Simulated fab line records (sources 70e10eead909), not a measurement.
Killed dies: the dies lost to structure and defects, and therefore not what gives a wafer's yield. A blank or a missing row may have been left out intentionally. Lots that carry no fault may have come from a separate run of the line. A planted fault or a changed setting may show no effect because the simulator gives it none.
One fault seen from 2 desks | flow nand-harc | each desk has only its own numbers; what lay behind them comes last

== DESK OF THE TOOL OWNER: ald-metal-01 ==
The tool's own readings at NHARC_A_BLC_ALD_23 (deposits TiN, target thk 3 nm, pulse time 1 s, ald cycles 150): means of the sampled wafers that have a number, for each lot that ran on this tool. Any lot whose mean is over 4 standard deviations away from the usual mean is out of limits and marked OUT; that distance is given in the brackets.
Columns: A = heater-power-w at NHARC_A_BLC_ALD_23, usual 1034 W; B = precursor-pulse-height-rel at NHARC_A_BLC_ALD_23, usual 0.996
lot  | first seen here | A    | B
L935 | day 23 07:03    | 1051 | 1.002
L942 | day 26 08:47    | 1069 | 1.005
L943 | day 26 19:33    | 1067 | 1.007
L946 | day 27 09:59    | 1111 | 0.998
L948 | day 28 08:20    | 1061 | 0.994
This desk's finding: nothing out of limits on any of the 5 lots.

== THE DEFECT DESK ==
Counts from the inspections along the route, per lot, as means over the sampled wafers that have a number. Any lot whose mean is over 4 standard deviations away from the usual mean is out of limits and marked OUT; that distance is given in the brackets.
Columns: A = raw-defect-count at NHARC_A_CONTACT_INSPECT_23, usual 546
lot  | first seen here | A
L935 | day 23 04:17    | 443
L938 | day 23 18:21    | 631
L939 | day 23 21:19    | 513
L941 | day 25 08:14    | 503
L942 | day 26 06:14    | 682
L943 | day 26 17:01    | 454
L944 | day 26 21:47    | 470
L945 | day 27 03:37    | 879
L946 | day 27 07:29    | 529
L948 | day 28 05:58    | 510
L954 | day 31 00:49    | 552
L956 | day 31 08:13    | 527
L955 | day 31 14:16    | 466
This desk's finding: nothing out of limits on any of the 13 lots.

== PUT TOGETHER ==
Nothing out of limits was seen by the tool owner's desk.
The defect desk saw nothing out of limits.

== WHAT THE SIMULATOR HAD PUT IN ==
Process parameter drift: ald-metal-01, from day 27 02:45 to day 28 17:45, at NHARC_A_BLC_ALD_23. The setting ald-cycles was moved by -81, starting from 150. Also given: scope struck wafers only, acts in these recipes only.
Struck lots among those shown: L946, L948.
